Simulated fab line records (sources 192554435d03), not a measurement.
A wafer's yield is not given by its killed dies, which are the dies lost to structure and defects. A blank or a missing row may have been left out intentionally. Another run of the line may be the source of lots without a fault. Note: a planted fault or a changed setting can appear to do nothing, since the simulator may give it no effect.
Matching of chambers ; flow n5_finfet ; N5_BEOL_M0_SAQP_SPACER1_ALD_98 on ald_sin-02 has 4 sister chambers
The step deposits SiO2, target thk 12.8 nm, pulse time 1 s, purge time 2 s. 4 wafers are shown with their chamber, then 10 later ones without.

== WAFERS WITH THEIR CHAMBER ==
wafer;chamber;heater_power_w (W)
L082.4;3;466
L085.1;0;539
L086.1;2;452
L086.2;1;409

== WAFERS WHOSE CHAMBER IS MISSING ==
wafer;heater_power_w (W)
L086.6;474
L088.1;550
L088.2;421
L088.5;414
L090.1;537
L090.4;442
L090.5;445
L096.1;432
L096.2;549
L096.4;452

== EACH ONE'S CHAMBER ==
wafer;from the rows above;in truth
L086.6;can't be placed: 3 or 2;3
L088.1;0;0
L088.2;can't be placed: 1 or 2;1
L088.5;1;1
L090.1;0;0
L090.4;can't be placed: 2 or 3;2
L090.5;can't be placed: 2 or 3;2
L096.1;can't be placed: 2 or 1 or 3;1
L096.2;0;0
L096.4;can't be placed: 2 or 3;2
Placed correctly: 4 of 10. Can't be placed from these rows: 6 (the true chamber is among the candidates in 6). Number placed wrongly: 0.
How it was worked out, from the rows above alone: a wafer's distance from a chamber is the root of the sum, over the readings, of the square of ((its reading less the chamber's mean) divided by the reading's scatter). The wafer belongs to the nearest chamber; if the next one is less than 2 further off, it can't be placed. Each chamber's mean is taken over the wafers shown for it. The scatter: with one shown wafer a chamber, the root of the mean of the squares of how far each hidden wafer lies from its nearest shown one.
